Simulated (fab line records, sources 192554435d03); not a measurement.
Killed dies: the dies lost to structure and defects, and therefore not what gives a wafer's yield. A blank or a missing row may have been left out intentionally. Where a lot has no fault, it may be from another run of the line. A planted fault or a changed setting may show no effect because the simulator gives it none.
fab line records ; flow n5Finfet
[record] lots = 4; wafers = 12; lastDay = 18
route steps=1938 shown BEOL_M4@1099 BEOL_M5@1112 BEOL_M7@1323 PASSIVATION@1936
lots with no fault: from the same line, run without faults
startH: start of the lot's first displayed wafer, in hours after the record's first day ; waitH: how many hours have passed since the lot's step before this one ; " as in the row above ; L1.1+2: one row covering several wafers at once ; - no value, or no start was given ; * or withheld: withheld ; < > ~ a bound
route shown NAME@n: a module of which the file shows steps, and the number in the route of the first ; usual: mean and standard deviation over wafers with no fault ; same: alike in all rows ; chamber/n: place in a boat ; sites: the reading at each site ; _std_site: how widely they spread, as a standard deviation ; _edge_site: the outer-site mean with the inner-site mean subtracted ; radiusMm: how far each site lies from the wafer's centre ; mask NAME#n: copy n ; behind: tool/chamber where the wafer was last shaped ; hold: reason for holding the lot/hours on hold/outcome of the hold ; device: which transistor (n, p or np) failed to switch ; end of line: the tests these same wafers got at the end of their route ; where a step has no rows: the recipe by itself ; killed: not the wafer's yield, but the dies lost to structure and defects at the first sort ; map: shows each die of a wafer: x if killed, . if not, _ if none is there
set.NAME: the setting that was run; set.NAME@STEP: the one run at that earlier step ; model.NAME: the simulator's own value behind a step, which no gauge read
lots seen at some steps along the route; tables by step, rows by wafer
services: the hour from which a tool's chamber was out of use, counted from the record's first day as startH (under 0 if before that day), plus the number of hours and why
[[steps]]
[step N5_BEOL_M4_ANNEAL_95]
[recipe] tempC = 400; timeS = 240; ambient = vacuum
[step N5_BEOL_M4_SPUTTER_96]
[recipe] material = Cu; targetThkA = 45; tempC = -20; chamberPressurePa = 0.07; powerW = withheld; timeS = 8.29
[step N5_BEOL_M4_ECD_50]
[recipe] material = Cu; targetThkA = 3000
[step N5_BEOL_M4_ANNEAL_51]
[recipe] tempC = 225; timeS = 90; ambient = N2
[step N5_BEOL_M4_CMP_52]
[recipe] stopOn = SiOC; tOverpolishS = 6.8; downForcePsi = 1; platenRpm = 50; clearingPlatenDownForcePsi = 1.5; clearingPlatenRpm = 50; postCmpClean = cuAlkaline; targetThkNm = 40; clearingPlatenPadVelocityMS = 0.99484; padVelocityMS = 0.99484
[step N5_BEOL_M4_PRE_CLEAN_60]
[recipe] gas = NH3/H2; timeS = 15; tempC = *; rfPowerW = 300
[step N5_BEOL_M4_CO_CAP_55]
[recipe] material = Co; targetThkA = 20; tempC = 200; precursor = CCTBA/H2; pressureTorr = 30; timeS = 102.1
[step N5_BEOL_M4_PRE_CLEAN_56]
[recipe] gas = NH3; timeS = 15; tempC = withheld; rfPowerW = 300
[step N5_BEOL_M4_DEP_57]
[recipe] material = SiCN; targetThkA = 80; tempC = withheld; precursor = 3MS/NH3; pressureTorr = 3; rfW = 202; timeS = 14
[step N5_BEOL_M4_RC_MEAS_101]
[usual] DIBL_N = 36.3/1.9; DIBL_P = 36.6/2.4; IOFF_N = 0.17/0.037; IOFF_P = 0.23/0.04; ION_N = 682/14; ION_P = 468/8.6; SS_N = 71.6/0.67; SS_P = 73.4/0.71; VT_N = 248/3.3; VT_P = -248.9/2.9
lot.wafer;tool;chamber;startH;waitH;DIBL_N[mV/V];DIBL_P[mV/V];IOFF_N[nA/um];IOFF_P[nA/um];ION_N[uA/um];ION_P[uA/um];SS_N[mV/dec];SS_P[mV/dec];VT_N[mV];VT_P[mV]
L744.1;prober-02;0;193.59;0.0;35.8;38.0;0.18;0.26;704;485;71.6;72.8;248;-246.5
L744.3;prober-02;0;193.59;0.0;38.1;39.2;0.20;0.28;679;465;72.0;73.8;248;-244.1
L744.5;prober-02;0;193.59;0.0;37.5;39.6;0.21;0.30;688;477;71.9;73.2;243;-244.3
L753.1;prober-02;0;274.99;0.0;33.3;32.9;0.12;0.17;678;464;70.6;72.7;251;-253.3
L753.3;prober-02;0;274.99;0.0;35.3;36.6;0.17;0.23;694;469;72.0;73.9;248;-248.2
L753.6;prober-02;0;274.99;0.0;32.2;31.6;0.11;0.16;675;460;70.4;72.5;253;-254.2
L754.3;prober-02;0;278.29;0.3;37.8;37.3;0.18;0.22;675;461;71.8;73.7;247;-251.1
L754.5;prober-02;0;278.29;0.3;34.1;33.5;0.12;0.17;673;463;70.6;72.4;251;-252.5
L754.6;prober-02;0;278.29;0.3;35.7;35.2;0.13;0.18;678;462;70.7;72.6;252;-250.8
L759.1;prober-02;0;331.91;0.0;37.4;37.1;0.17;0.21;676;461;71.5;72.9;247;-250.8
L759.4;prober-02;0;331.91;0.0;37.4;35.6;0.18;0.20;674;461;72.4;72.9;245;-251.6
L759.6;prober-02;0;331.91;0.0;35.4;34.7;0.14;0.18;665;455;71.6;72.2;250;-253.6
[step N5_BEOL_M5_ILD_DEP_00]
[recipe] material = SiCOH_lowk; targetThkA = 1406.4; tempC = 300; precursor = DEMS/porogen; pressureTorr = 5; rfW = 500; timeS = 25.9
[step N5_BEOL_M5_CURE_79]
[recipe] tempC = 385; timeS = 240; ambient = He/Ar; material = SiCOH_lowk
[step N5_BEOL_M5_PECVD_70]
[recipe] material = SiO2; targetThkA = 160; tempC = 400; precursor = TEOS/O2; pressureTorr = 5.5; rfW = 450; teosFlowSccm = 53.8; gas = O2; flowSccm = 3000; timeS = 18
[step N5_BEOL_M5_HM_DEP_02]
[recipe] material = TiN; targetThkA = 200; tempC = 25; chamberPressurePa = 0.49996
[step N5_BEOL_M5_COAT_59]
[recipe] resist = SOC; tempC = 250; timeS = 60; spinRpm = 1500; resistThkNm = 60
[step N5_BEOL_M5_COAT_60]
[recipe] resist = SiARC; tempC = 220; timeS = 60; spinRpm = 1500; resistThkNm = 12
[step N5_BEOL_M5_COAT_71]
[recipe] resist = underlayer; tempC = 205; timeS = 60; spinRpm = 1500; resistThkNm = 5
[step N5_BEOL_M5_COAT_05]
[recipe] resist = CAR-EUV; spinRpm = 1500; resistThkNm = 30
[step N5_BEOL_M5_EBR_07]
[recipe] solvent = PGMEA; ebrWidthMm = 1.5
[step N5_BEOL_M5_SOFTBAKE_06]
[recipe] tempC = 110; timeS = 60; resist = CAR-EUV
[step N5_BEOL_M5_EXPOSE_08]
[recipe] maskId = M5; na = 0.33; sourceShape = annular; sigmaInner = 0.4; sigmaOuter = 0.8; polarization = unpolarized; targetCdNm = 28; doseMj = 35.75
[step N5_BEOL_M5_PEB_09]
[recipe] pebTempC = 100; pebTimeS = 60; resist = CAR-EUV
[step N5_BEOL_M5_DEVELOP_10]
[recipe] developTimeS = 30; developer = TMAH; resist = CAR-EUV; rinseLiquid = surfactantRinse; dry = airSpin; devTempC = 23
[step N5_BEOL_M5_DESCUM_16]
[recipe] chemistry = O2; timeS = 7; sourcePowerW = 50; biasPowerW = 20; pressureMtorr = 20; rfFrequencyHz = 2.712e+07; tempC = 40; resist = CAR-EUV; o2FlowSccm = 225
[step N5_BEOL_M5_ETCH_72]
[recipe] chemistry = N2/H2; target = underlayer; targetDepthA = 65; maskMaterial = CAR-EUV; timeS = 5.2; ionEnergyEv = 200; pressureMtorr = 30; sourceW = 840; biasW = 150; n2FlowSccm = 200; h2FlowSccm = 200; ends = cleared
[step N5_BEOL_M5_ETCH_61]
[recipe] chemistry = CF4; target = SiARC; targetDepthA = 156; maskMaterial = CAR-EUV; timeS = 26; ionEnergyEv = 80; pressureMtorr = 40; sourceW = 545; biasW = 36; Ar_flow_sccm = 100; cf4FlowSccm = 100; ends = cleared
[step N5_BEOL_M5_ETCH_62]
[recipe] chemistry = N2/H2; target = SOC; targetDepthA = 750; overetchA = 150; maskMaterial = SiARC; tempC = 40; timeS = 112.5; ionEnergyEv = 200; pressureMtorr = 30; sourceW = 840; biasW = 150; n2FlowSccm = 200; h2FlowSccm = 200
[step N5_BEOL_M5_STRIP_63]
[recipe] chemistry = N2/H2; tempC = 40; n2FlowSccm = 200; h2FlowSccm = 200; rfFrequencyHz = 6e+07
[step N5_BEOL_M5_STRIP_73]
[recipe] chemistry = N2/H2; tempC = 40; n2FlowSccm = 200; h2FlowSccm = 200; rfFrequencyHz = 6e+07
[step N5_BEOL_M5_STRIP_64]
[recipe] chemistry = CF4; resist = SiARC; powerW = 300; biasPowerW = 75; pressureMtorr = 50; cf4FlowSccm = 150; rfFrequencyHz = 6e+07
[step N5_BEOL_M5_HM_OPEN_17]
[recipe] chemistry = Cl2/BCl3; targetDepthA = 200; overetchA = 60; target = TiN; maskMaterial = SOC; ionEnergyEv = 150; pressureMtorr = 10; icpW = 1000; biasW = 126; Cl2_flow_sccm = 53.25; bcl3FlowSccm = 21.75; Ar_flow_sccm = 25
[step N5_BEOL_M5_STRIP_19]
[recipe] chemistry = O2; powerW = 400; tempC = 40; pressureMtorr = 30; rfFrequencyHz = 6e+07; biasPowerW = 0; overashFraction = 0.2; o2FlowSccm = 225
[step N5_BEOL_M5_COAT_65]
[recipe] resist = SOC; tempC = 250; timeS = 60; spinRpm = 1500; resistThkNm = 60
[step N5_BEOL_M5_COAT_66]
[recipe] resist = SiARC; tempC = 220; timeS = 60; spinRpm = 1500; resistThkNm = 12
[step N5_BEOL_M7_SPUTTER_48]
[recipe] material = Cu; targetThkA = 100; tempC = -20; biasV = 60; powerW = 26000; chamberPressurePa = 0.13; timeS = 1.667
[usual] biasV = 60.0/0.63; cathodeDcPowerW = 26000/4.6; throttleValvePct = 29.8/0.71
lot.wafer;tool;chamber;startH;waitH;biasV;cathodeDcPowerW;throttleValvePct
L744.1;pvdSputter-03;-;224.97;0.1;59.1;26013;30.2
L744.3;pvdSputter-03;-;224.97;0.1;61.3;26000;30.7
L744.5;pvdSputter-03;-;224.97;0.1;59.6;25994;30.2
L753.1;pvdSputter-03;-;304.83;0.1;-;-;-
L753.3;pvdSputter-03;-;304.83;0.1;-;-;-
L753.6;pvdSputter-03;-;304.83;0.1;-;-;-
L754.3;pvdSputter-01;-;313.65;0.2;-;-;-
L754.5;pvdSputter-01;-;313.65;0.2;-;-;-
L754.6;pvdSputter-01;-;313.65;0.2;-;-;-
L759.1;pvdSputter-01;-;365.84;0.1;59.9;25996;29.9
L759.4;pvdSputter-01;-;365.84;0.1;60.7;26000;30.0
L759.6;pvdSputter-01;-;365.84;0.1;59.7;25996;30.0
[step N5_BEOL_M7_CMP_52]
[recipe] stopOn = SiCOH_lowk; tOverpolishS = 6.9; downForcePsi = 1; platenRpm = 50; clearingPlatenDownForcePsi = 1.5; clearingPlatenRpm = 50; postCmpClean = cuAlkaline; targetThkNm = 80; clearingPlatenPadVelocityMS = 0.99484; padVelocityMS = 0.99484
[usual] headPressurePsi = 1.0002/0.0022; motorCurrentA = 6.2/0.55; retainingRingPressureFrac = 1.001/0.005; slurryFilterDpKPa = 13.51/0.16; timeToEndpointS = 64/4.1
lot.wafer;tool;chamber;startH;waitH;headPressurePsi;motorCurrentA;retainingRingPressureFrac;slurryFilterDpKPa;timeToEndpointS
L744.1;cmp-02;2;226.05;0.3;1.0039;6.1;1.003;13.50;62
L744.3;cmp-02;3;226.05;0.3;1.0009;7.1;0.993;13.69;61
L744.5;cmp-02;2;226.05;0.3;1.0005;6.2;1.000;13.51;60
L753.3;cmp-04;0;305.40;0.2;1.0005;5.5;1.002;13.86;0
L753.1;cmp-04;1;305.40;0.2;1.0025;6.5;0.997;13.05;3
L753.6;cmp-04;1;305.40;0.2;1.0017;6.4;0.991;13.60;3
L754.3;cmp-02;2;314.23;0.2;0.9961;6.0;1.002;13.52;0
L754.6;cmp-02;0;314.23;0.2;1.0015;5.6;1.005;13.46;1
L754.5;cmp-02;1;314.23;0.2;1.0000;6.0;1.001;13.71;3
L759.1;cmp-04;0;366.39;0.3;1.0000;5.4;1.007;13.39;62
L759.4;cmp-04;3;366.39;0.3;1.0017;6.6;1.008;13.33;72
L759.6;cmp-04;0;366.39;0.3;0.9964;5.2;1.006;13.48;57
[step N5_PASSIVATION_PROBE_49]
[usual] defectLimitedYield = 91.2/1.5; killed_at_M0_to_M3 = 35/12; killed_at_M4_up = 14/5.1; killedAtContacts = 13/6; killedAtFrontEnd = 38/12; killedAtOther = 4/3.5; killedDies = 104/18; killedOnRim = 13/3.7; killedOpen = 68/13; killedShort = 33/8.1; sort_bin_5_function = 5.2/1; sort_bin_6_memory = 3.2/0.69; sortNPass = 1076/18; sortYieldPct = 91.2/1.5
[same] grossDies = 1180; killedAtBackSide = 0; sort_bin_4_leakage[%] = 0; sort_bin_8_speed[%] = 0
lot.wafer;tool;chamber;startH;waitH;defectLimitedYield[%];killed_at_M0_to_M3;killed_at_M4_up;killedAtContacts;killedAtFrontEnd;killedAtOther;killedDies;killedOnRim;killedOpen;killedShort;sort_bin_5_function[%];sort_bin_6_memory[%];sortNPass;sortYieldPct[%]
L744.1;prober-02;-;317.58;0.0;92.4;37;11;6;32;4;90;14;56;31;4.3;3.1;1090;92.4
L744.3;prober-02;-;317.68;0.1;91.9;43;12;16;23;1;95;14;55;36;4.2;3.5;1085;91.9
L744.5;prober-02;-;317.78;0.2;94.2;26;15;6;20;1;68;10;47;19;3.0;2.5;1112;94.2
L753.1;prober-02;-;377.05;0.0;0;15;1110;12;41;2;1180;152;66;19;96.4;3.2;0;0
L753.3;prober-02;-;377.15;0.1;0;19;1105;12;37;7;1180;152;58;27;97.8;1.9;0;0
L753.6;prober-02;-;377.30;0.3;0;33;1088;17;37;5;1180;152;61;41;96.5;3.1;0;0
L754.3;prober-02;-;386.81;0.1;0;59;1073;15;29;4;1180;152;73;49;96.4;2.9;0;0
L754.5;prober-02;-;386.91;0.2;0;59;1069;10;31;11;1180;152;88;37;95.8;4.2;0;0
L754.6;prober-02;-;386.96;0.3;0;45;1097;6;32;0;1180;152;72;30;96.4;3.5;0;0
L759.1;prober-01;-;433.12;0.0;92.0;24;15;11;37;7;94;18;70;24;4.7;3.1;1086;92.0
L759.4;prober-01;-;433.27;0.2;91.8;26;14;6;49;2;97;9;62;35;5.1;2.7;1083;91.8
L759.6;prober-01;-;433.37;0.3;91.0;44;10;11;40;1;106;18;75;31;5.9;2.5;1074;91.0
// killed by level:class
L744.1 BEOL_M0_SAQP:geometricParticle:open=12 STI_FIN_REVEAL:geometricParticle:open=11 BEOL_M0_SAQP:geometricParticle:short=10 BEOL_M4:geometricParticle:open=6 FIN_SAQP:geometricParticle:short=5 DUMMY_GATE:geometricParticle:open=5 MOL_CONTACT_COAG:geometricParticle:short=4 BEOL_M1:geometricParticle:open=4
L744.3 BEOL_M0_SAQP:geometricParticle:short=17 MOL_CONTACT_COAG:geometricParticle:open=13 BEOL_M0_SAQP:geometricParticle:open=10 FIN_SAQP:geometricParticle:short=8 BEOL_M0:geometricParticle:open=8 BEOL_M3:geometricParticle:open=5 BEOL_M4:geometricParticle:open=4 STARTING-WAFER:geometricParticle:short=4
L744.5 BEOL_M0_SAQP:geometricParticle:open=10 BEOL_M1:geometricParticle:open=6 BEOL_M4:geometricParticle:open=6 MOL_CONTACT_COAG:geometricParticle:open=5 STARTING-WAFER:geometricParticle:short=5 FIN_SAQP:geometricParticle:open=4 BEOL_M0_SAQP:geometricParticle:short=3 BEOL_M0:geometricParticle:open=3
L753.1 BEOL_M7:areaSputter=555 BEOL_M7:areaEcd=540 STI_FIN_REVEAL:geometricParticle:open=17 MOL_CONTACT_COAG:geometricParticle:open=12 BEOL_M1:geometricParticle:open=6 BEOL_M4:geometricParticle:open=6 DUMMY_GATE:geometricParticle:open=5 FIN_SAQP:geometricParticle:open=4
L753.3 BEOL_M7:areaSputter=567 BEOL_M7:areaEcd=528 MOL_CONTACT_COAG:geometricParticle:open=8 FIN_SAQP:geometricParticle:open=5 STI_FIN_REVEAL:geometricParticle:open=5 BEOL_M1:geometricParticle:open=5 BEOL_M2:geometricParticle:open=5 FIN_SAQP:geometricParticle:short=4
L753.6 BEOL_M7:areaEcd=545 BEOL_M7:areaSputter=533 MOL_CONTACT_COAG:geometricParticle:open=16 FIN_SAQP:geometricParticle:short=10 BEOL_M0_SAQP:geometricParticle:short=7 BEOL_M1:geometricParticle:open=7 BEOL_M2:geometricParticle:open=7 FIN_SAQP:geometricParticle:open=4
L754.3 BEOL_M7:areaEcd=535 BEOL_M7:areaSputter=523 BEOL_M0_SAQP:geometricParticle:short=15 MOL_CONTACT_COAG:geometricParticle:open=14 FIN_SAQP:geometricParticle:short=10 BEOL_M0_SAQP:geometricParticle:open=10 BEOL_M3:geometricParticle:open=10 BEOL_M0:geometricParticle:open=6
L754.5 BEOL_M7:areaEcd=553 BEOL_M7:areaSputter=502 BEOL_M1:geometricParticle:open=14 BEOL_M3:geometricParticle:open=13 FIN_SAQP:geometricParticle:open=11 BEOL_M0_SAQP:geometricParticle:open=11 MOL_CONTACT_COAG:geometricParticle:open=10 BEOL_M2:geometricParticle:open=8
L754.6 BEOL_M7:areaSputter=544 BEOL_M7:areaEcd=534 BEOL_M3:geometricParticle:open=11 BEOL_M5:geometricParticle:open=11 BEOL_M2:geometricParticle:open=8 FIN_SAQP:geometricParticle:short=7 BEOL_M0:geometricParticle:open=7 BEOL_M0_SAQP:geometricParticle:open=7
L759.1 FIN_SAQP:geometricParticle:open=15 BEOL_M2:geometricParticle:open=11 MOL_CONTACT_COAG:geometricParticle:open=10 FIN_SAQP:geometricParticle:short=6 BEOL_M4:geometricParticle:open=6 STI_FIN_REVEAL:geometricParticle:open=4 MIM_BOT:geometricParticle:short=4 DUMMY_GATE:geometricParticle:open=3
L759.4 FIN_SAQP:geometricParticle:short=17 FIN_SAQP:geometricParticle:open=14 BEOL_M2:geometricParticle:open=10 STI_FIN_REVEAL:geometricParticle:open=7 MOL_CONTACT_COAG:geometricParticle:open=6 BEOL_M4:geometricParticle:open=5 BEOL_M5:geometricParticle:open=5 STI_FIN_REVEAL:geometricParticle:short=3
L759.6 FIN_SAQP:geometricParticle:open=18 BEOL_M2:geometricParticle:open=11 BEOL_M1:geometricParticle:open=10 MOL_CONTACT_COAG:geometricParticle:open=9 BEOL_M0_SAQP:geometricParticle:open=8 FIN_SAQP:geometricParticle:short=7 BEOL_M0_SAQP:geometricParticle:short=7 STI_FIN_REVEAL:geometricParticle:open=5
// map L753.1 (x killed, . not)
_________________xxxxxxxxxxxx________________
______________xxxxxxxxxxxxxxxxxx_____________
___________xxxxxxxxxxxxxxxxxxxxxxxx__________
__________xxxxxxxxxxxxxxxxxxxxxxxxxx_________
________xxxxxxxxxxxxxxxxxxxxxxxxxxxxxx_______
_______xxxxxxxxxxxxxxxxxxxxxxxxxxxxxxxx______
______xxxxxxxxxxxxxxxxxxxxxxxxxxxxxxxxxx_____
_____xxxxxxxxxxxxxxxxxxxxxxxxxxxxxxxxxxxx____
____xxxxxxxxxxxxxxxxxxxxxxxxxxxxxxxxxxxxxx___
___xxxxxxxxxxxxxxxxxxxxxxxxxxxxxxxxxxxxxxxx__
___xxxxxxxxxxxxxxxxxxxxxxxxxxxxxxxxxxxxxxxx__
__xxxxxxxxxxxxxxxxxxxxxxxxxxxxxxxxxxxxxxxxxx_
__xxxxxxxxxxxxxxxxxxxxxxxxxxxxxxxxxxxxxxxxxx_
_xxxxxxxxxxxxxxxxxxxxxxxxxxxxxxxxxxxxxxxxxxxx
_xxxxxxxxxxxxxxxxxxxxxxxxxxxxxxxxxxxxxxxxxxxx
_xxxxxxxxxxxxxxxxxxxxxxxxxxxxxxxxxxxxxxxxxxxx
_xxxxxxxxxxxxxxxxxxxxxxxxxxxxxxxxxxxxxxxxxxxx
_xxxxxxxxxxxxxxxxxxxxxxxxxxxxxxxxxxxxxxxxxxxx
_xxxxxxxxxxxxxxxxxxxxxxxxxxxxxxxxxxxxxxxxxxxx
_xxxxxxxxxxxxxxxxxxxxxxxxxxxxxxxxxxxxxxxxxxxx
_xxxxxxxxxxxxxxxxxxxxxxxxxxxxxxxxxxxxxxxxxxxx
__xxxxxxxxxxxxxxxxxxxxxxxxxxxxxxxxxxxxxxxxxx_
__xxxxxxxxxxxxxxxxxxxxxxxxxxxxxxxxxxxxxxxxxx_
___xxxxxxxxxxxxxxxxxxxxxxxxxxxxxxxxxxxxxxxx__
___xxxxxxxxxxxxxxxxxxxxxxxxxxxxxxxxxxxxxxxx__
____xxxxxxxxxxxxxxxxxxxxxxxxxxxxxxxxxxxxxx___
_____xxxxxxxxxxxxxxxxxxxxxxxxxxxxxxxxxxxx____
______xxxxxxxxxxxxxxxxxxxxxxxxxxxxxxxxxx_____
_______xxxxxxxxxxxxxxxxxxxxxxxxxxxxxxxx______
________xxxxxxxxxxxxxxxxxxxxxxxxxxxxxx_______
__________xxxxxxxxxxxxxxxxxxxxxxxxxx_________
___________xxxxxxxxxxxxxxxxxxxxxxxx__________
______________xxxxxxxxxxxxxxxxxx_____________
_________________xxxxxxxxxxxx________________
// map L754.3 (x killed, . not)
_________________xxxxxxxxxxxx________________
______________xxxxxxxxxxxxxxxxxx_____________
___________xxxxxxxxxxxxxxxxxxxxxxxx__________
__________xxxxxxxxxxxxxxxxxxxxxxxxxx_________
________xxxxxxxxxxxxxxxxxxxxxxxxxxxxxx_______
_______xxxxxxxxxxxxxxxxxxxxxxxxxxxxxxxx______
______xxxxxxxxxxxxxxxxxxxxxxxxxxxxxxxxxx_____
_____xxxxxxxxxxxxxxxxxxxxxxxxxxxxxxxxxxxx____
____xxxxxxxxxxxxxxxxxxxxxxxxxxxxxxxxxxxxxx___
___xxxxxxxxxxxxxxxxxxxxxxxxxxxxxxxxxxxxxxxx__
___xxxxxxxxxxxxxxxxxxxxxxxxxxxxxxxxxxxxxxxx__
__xxxxxxxxxxxxxxxxxxxxxxxxxxxxxxxxxxxxxxxxxx_
__xxxxxxxxxxxxxxxxxxxxxxxxxxxxxxxxxxxxxxxxxx_
_xxxxxxxxxxxxxxxxxxxxxxxxxxxxxxxxxxxxxxxxxxxx
_xxxxxxxxxxxxxxxxxxxxxxxxxxxxxxxxxxxxxxxxxxxx
_xxxxxxxxxxxxxxxxxxxxxxxxxxxxxxxxxxxxxxxxxxxx
_xxxxxxxxxxxxxxxxxxxxxxxxxxxxxxxxxxxxxxxxxxxx
_xxxxxxxxxxxxxxxxxxxxxxxxxxxxxxxxxxxxxxxxxxxx
_xxxxxxxxxxxxxxxxxxxxxxxxxxxxxxxxxxxxxxxxxxxx
_xxxxxxxxxxxxxxxxxxxxxxxxxxxxxxxxxxxxxxxxxxxx
_xxxxxxxxxxxxxxxxxxxxxxxxxxxxxxxxxxxxxxxxxxxx
__xxxxxxxxxxxxxxxxxxxxxxxxxxxxxxxxxxxxxxxxxx_
__xxxxxxxxxxxxxxxxxxxxxxxxxxxxxxxxxxxxxxxxxx_
___xxxxxxxxxxxxxxxxxxxxxxxxxxxxxxxxxxxxxxxx__
___xxxxxxxxxxxxxxxxxxxxxxxxxxxxxxxxxxxxxxxx__
____xxxxxxxxxxxxxxxxxxxxxxxxxxxxxxxxxxxxxx___
_____xxxxxxxxxxxxxxxxxxxxxxxxxxxxxxxxxxxx____
______xxxxxxxxxxxxxxxxxxxxxxxxxxxxxxxxxx_____
_______xxxxxxxxxxxxxxxxxxxxxxxxxxxxxxxx______
________xxxxxxxxxxxxxxxxxxxxxxxxxxxxxx_______
__________xxxxxxxxxxxxxxxxxxxxxxxxxx_________
___________xxxxxxxxxxxxxxxxxxxxxxxx__________
______________xxxxxxxxxxxxxxxxxx_____________
_________________xxxxxxxxxxxx________________
[[services]]
tool;chamber;startH;hours;kind
cmp-04;-;206.69;4.0;pm
cmp-04;-;210.69;-;consumableReplace:conditioner
cmp-04;-;210.69;-;consumableReplace:pad
cmp-04;-;224.76;4.1;repair
cmp-04;-;228.89;4.2;pm
cmp-02;-;235.45;0.9;repair
cmp-04;-;269.19;0.6;repair
pvdSputter-01;-;292.47;20.0;repair
cmp-02;-;307.69;3.9;repair
cmp-02;-;320.80;3.0;repair
cmp-04;-;326.90;1.0;repair
cmp-04;-;328.85;9.4;pm
pvdSputter-03;-;330.45;9.5;repair
pvdSputter-01;-;332.53;0.6;repair
cmp-04;-;341.93;2.6;repair
cmp-02;-;351.38;0.5;repair
cmp-04;-;355.35;0.7;repair
cmp-02;-;360.10;5.0;pm
cmp-02;-;365.98;4.0;pm
[[key]]
[firstSign] step = N5_BEOL_M7_SPUTTER_48; reading = toolRecord; direction = missing
[effect] step = N5_BEOL_M7_CMP_52; reading = timeToEndpointS; direction = down; sigmas = 15; usual = *; struck = *
[effect] step = N5_PASSIVATION_PROBE_49; reading = killed_at_M4_up; direction = up; sigmas = 99+; usual = 14; struck = 1090
[moreKillsBornAt] N5_BEOL_M7_ECD_50@ecdCu-02 = 3235; N5_BEOL_M7_SPUTTER_48@pvdSputter-03 = 1655; N5_BEOL_M7_SPUTTER_48@pvdSputter-01 = 1569
metAt N5_BEOL_M7_SPUTTER_48
struckWafers L753.1,L753.3,L753.6,L754.3,L754.5,L754.6
laterRowsLeftOut L753.1,L753.3,L753.6,L754.3,L754.5,L754.6
onsetBetween 224.97 304.83
[fault] kind = skippedStepWhole; tool = pvdSputter-01,pvdSputter-03; chamber = -; onsetH = 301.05; steps = N5_BEOL_M7_SPUTTER_48; scope = struckLotsOnly
// laterRowsLeftOut: the simulator's readings of these wafers behind a module that went badly wrong aren't trusted and aren't shown, but for the sort
